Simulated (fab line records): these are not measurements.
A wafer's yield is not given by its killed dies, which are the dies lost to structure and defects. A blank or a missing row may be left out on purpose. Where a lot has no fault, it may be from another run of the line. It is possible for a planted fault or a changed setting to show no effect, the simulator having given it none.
8D (eight disciplines) problem report, filled in by code | flow n5-finfet | the parts of the form that need people (team, actions taken, sign-off) are left out

== 1. WHAT WENT WRONG ==
spin-speed-rpm at N5_BEOL_M5_COAT_59 reads a mean of 1608.6 rpm on 6 wafers of 2 lots; wafers without a fault read 1500.3 rpm with a standard deviation of 1. That is +99 or more standard deviations from the usual mean.
The step: time 60 s, resist thk 60 nm.
Earliest sighting: wafer L501.1 on litho-track-01 at day 8 14:26. The record has a number at this step for 12 wafers belonging to 4 lots. Rule for "out" (also "out of limits"): further than 4 standard deviations from the usual mean. All remaining wafers that have a number are taken as sound.

== 2. WHAT IT IS, WHAT IT ISN'T ==
question                    | is                     | is not
which readings at this step | spin-speed-rpm         | -
which lots                  | L501, L502             | L516, L519
which wafers of those lots  | all that have a number | -
read on which tools         | litho-track-01         | litho-track-05
when                        | from day 8 14:26       | up to then (0 sound wafers); but 6 sound wafers of L516, L519 came after

== 3. WHAT RULES OUT EACH SUSPECT ==
Counting: any tool at a process step up to the reading is kept as a suspect provided that every lot that is out went through it and no sound lot did after the first of them.
- litho-track-01 at N5_BEOL_M5_COAT_59 (time 60 s, resist thk 60 nm): ruled out as a lasting fault. Sound lots L516 ran on it after its first lot that is out, L501 (day 8 14:26).
Left after counting: nothing in the record.

== 4. THE CAUSE (what the simulator had put in) ==
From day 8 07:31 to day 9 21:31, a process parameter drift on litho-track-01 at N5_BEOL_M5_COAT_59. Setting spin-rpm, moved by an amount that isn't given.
Counting ruled it out, wrongly.

== 5. THE EFFECT CHAIN, in route order ==
Rows list readings where the struck wafers' mean (over those with a number) sits beyond 3 standard deviations from the usual. Only readings whose record carries a usual standard deviation are examined. hours: median over the lots of the time between each lot's start at the first step of this table that gives one and its start at this step. sigmas: the change, counted in usual standard deviations.
hours | step               | reading        | usual      | on struck wafers | change | sigmas
0     | N5_BEOL_M5_COAT_59 | spin-speed-rpm | 1500.3 rpm | 1608.6           | +108.3 | +99 or more
Process steps it contains:
- N5_BEOL_M5_COAT_59: time 60 s, resist thk 60 nm.

== 6. WHAT WOULD HAVE CAUGHT IT SOONER ==
In this record the first reading out of limits was taken at day 8 14:26, 7 hours after the fault began at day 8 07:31.
